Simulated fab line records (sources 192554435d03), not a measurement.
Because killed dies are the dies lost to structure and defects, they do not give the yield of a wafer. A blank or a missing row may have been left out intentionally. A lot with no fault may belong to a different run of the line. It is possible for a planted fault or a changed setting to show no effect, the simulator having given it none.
Lot-split experiment / flow n5Finfet / 7 lots, 21 wafers read, on a route of 1938 steps

== ABOUT THE SPLIT ==
At N5_PASSIVATION_PECVD_00 (deposits SiO2 from SiH4/N2O, target thk 200 nm, time 11.2 s), the setting timeS was moved away from the recipe's 11.2 s on 2 of the 21 wafers read, by -9.4% to +14.6%. The other wafers ran this setting at the recipe's value.

The split's own step is where the reading is taken.

== THE READING ==
SiO2_of_PASSIVATION_PECVD_00.thkNm (the simulator's own value, which no gauge read), in nm, at N5_PASSIVATION_PECVD_00 (deposits SiO2 from SiH4/N2O, target thk 200 nm, time 11.2 s). No usual value for it is given in the file. The 19 wafers here that ran the recipe average 201.2 nm, standard deviation 3 nm.

wafer=L074.1; tool, chamber at the split=pecvd-04, 0; timeS as run, s=11.2; against the recipe=recipe; SiO2_of_PASSIVATION_PECVD_00.thkNm, nm=199.2; against lot-mates on the recipe=-
wafer=L074.2; tool, chamber at the split=pecvd-04, 1; timeS as run, s=11.2; against the recipe=recipe; SiO2_of_PASSIVATION_PECVD_00.thkNm, nm=196.8; against lot-mates on the recipe=-
wafer=L074.3; tool, chamber at the split=pecvd-04, 2; timeS as run, s=11.2; against the recipe=recipe; SiO2_of_PASSIVATION_PECVD_00.thkNm, nm=196; against lot-mates on the recipe=-
wafer=L078.1; tool, chamber at the split=pecvd-01, 0; timeS as run, s=11.2; against the recipe=recipe; SiO2_of_PASSIVATION_PECVD_00.thkNm, nm=199.8; against lot-mates on the recipe=-
wafer=L078.3; tool, chamber at the split=pecvd-01, 2; timeS as run, s=11.2; against the recipe=recipe; SiO2_of_PASSIVATION_PECVD_00.thkNm, nm=196.6; against lot-mates on the recipe=-
wafer=L078.5; tool, chamber at the split=pecvd-01, 0; timeS as run, s=11.2; against the recipe=recipe; SiO2_of_PASSIVATION_PECVD_00.thkNm, nm=200.6; against lot-mates on the recipe=-
wafer=L077.3; tool, chamber at the split=pecvd-03, 2; timeS as run, s=11.2; against the recipe=recipe; SiO2_of_PASSIVATION_PECVD_00.thkNm, nm=200.4; against lot-mates on the recipe=-
wafer=L077.4; tool, chamber at the split=pecvd-03, 0; timeS as run, s=11.2; against the recipe=recipe; SiO2_of_PASSIVATION_PECVD_00.thkNm, nm=201; against lot-mates on the recipe=-
wafer=L077.5; tool, chamber at the split=pecvd-03, 2; timeS as run, s=11.2; against the recipe=recipe; SiO2_of_PASSIVATION_PECVD_00.thkNm, nm=204.2; against lot-mates on the recipe=-
wafer=L080.1; tool, chamber at the split=pecvd-04, 2; timeS as run, s=11.2; against the recipe=recipe; SiO2_of_PASSIVATION_PECVD_00.thkNm, nm=201.6; against lot-mates on the recipe=-
wafer=L080.2; tool, chamber at the split=pecvd-04, 1; timeS as run, s=10.15; against the recipe=-9.4%; SiO2_of_PASSIVATION_PECVD_00.thkNm, nm=178.2; against lot-mates on the recipe=-23.7
wafer=L080.3; tool, chamber at the split=pecvd-04, 0; timeS as run, s=11.2; against the recipe=recipe; SiO2_of_PASSIVATION_PECVD_00.thkNm, nm=202.2; against lot-mates on the recipe=-
wafer=L084.4; tool, chamber at the split=pecvd-04, 1; timeS as run, s=11.2; against the recipe=recipe; SiO2_of_PASSIVATION_PECVD_00.thkNm, nm=202; against lot-mates on the recipe=-
wafer=L084.5; tool, chamber at the split=pecvd-04, 2; timeS as run, s=11.2; against the recipe=recipe; SiO2_of_PASSIVATION_PECVD_00.thkNm, nm=207; against lot-mates on the recipe=-
wafer=L084.6; tool, chamber at the split=pecvd-04, 0; timeS as run, s=12.83; against the recipe=+14.6%; SiO2_of_PASSIVATION_PECVD_00.thkNm, nm=236.2; against lot-mates on the recipe=+31.7
wafer=L088.1; tool, chamber at the split=pecvd-01, 1; timeS as run, s=11.2; against the recipe=recipe; SiO2_of_PASSIVATION_PECVD_00.thkNm, nm=198.8; against lot-mates on the recipe=-
wafer=L088.2; tool, chamber at the split=pecvd-01, 2; timeS as run, s=11.2; against the recipe=recipe; SiO2_of_PASSIVATION_PECVD_00.thkNm, nm=202.6; against lot-mates on the recipe=-
wafer=L088.5; tool, chamber at the split=pecvd-01, 0; timeS as run, s=11.2; against the recipe=recipe; SiO2_of_PASSIVATION_PECVD_00.thkNm, nm=204.4; against lot-mates on the recipe=-
wafer=L096.2; tool, chamber at the split=pecvd-01, 2; timeS as run, s=11.2; against the recipe=recipe; SiO2_of_PASSIVATION_PECVD_00.thkNm, nm=204.4; against lot-mates on the recipe=-
wafer=L096.3; tool, chamber at the split=pecvd-01, 1; timeS as run, s=11.2; against the recipe=recipe; SiO2_of_PASSIVATION_PECVD_00.thkNm, nm=199.2; against lot-mates on the recipe=-
wafer=L096.6; tool, chamber at the split=pecvd-01, 2; timeS as run, s=11.2; against the recipe=recipe; SiO2_of_PASSIVATION_PECVD_00.thkNm, nm=205.8; against lot-mates on the recipe=-

FIT RESULTS
A straight line over all 21 wafers: SiO2_of_PASSIVATION_PECVD_00.thkNm changes by +2.42 nm for each +1% of timeS; r = +0.95; the points scatter about the line by 3 nm.
The same after taking each lot's own level away (the mean of its wafers on the recipe; 21 wafers): +2.28 nm for each +1%; r = +0.97; scatter 2.1 nm.
According to that fit, moving timeS by its largest amount changes the reading by 33 nm.
Across the lots, their own levels run from 197.33 to 204.50 nm, a range of 2.4 times the standard deviation given above.
So the lot-to-lot level changes the slope little: the two slopes agree.
Check: with one of the wafers moved furthest among these (+14.6%) left out of the fit, the line predicts +36.8 nm for it against its lot-mates. It came out at +31.7 nm against them.

== THESE WAFERS: OTHER SPLITS ==
Note: prior to the reading, these wafers also went through further splits. Each is held against what the fit with the lots' levels taken away leaves over:
other split on the same wafers=N5_BEOL_M15_PEB_26 pebTempC; wafers away from the commonest value=9; r with SiO2_of_PASSIVATION_PECVD_00.thkNm (lot level and that fit taken away)=-0.07

== THE FILE'S OWN FIT ==
SiO2_of_PASSIVATION_PECVD_00.thkNm changes by +2.28 nm for each +1% of timeS, r = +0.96.
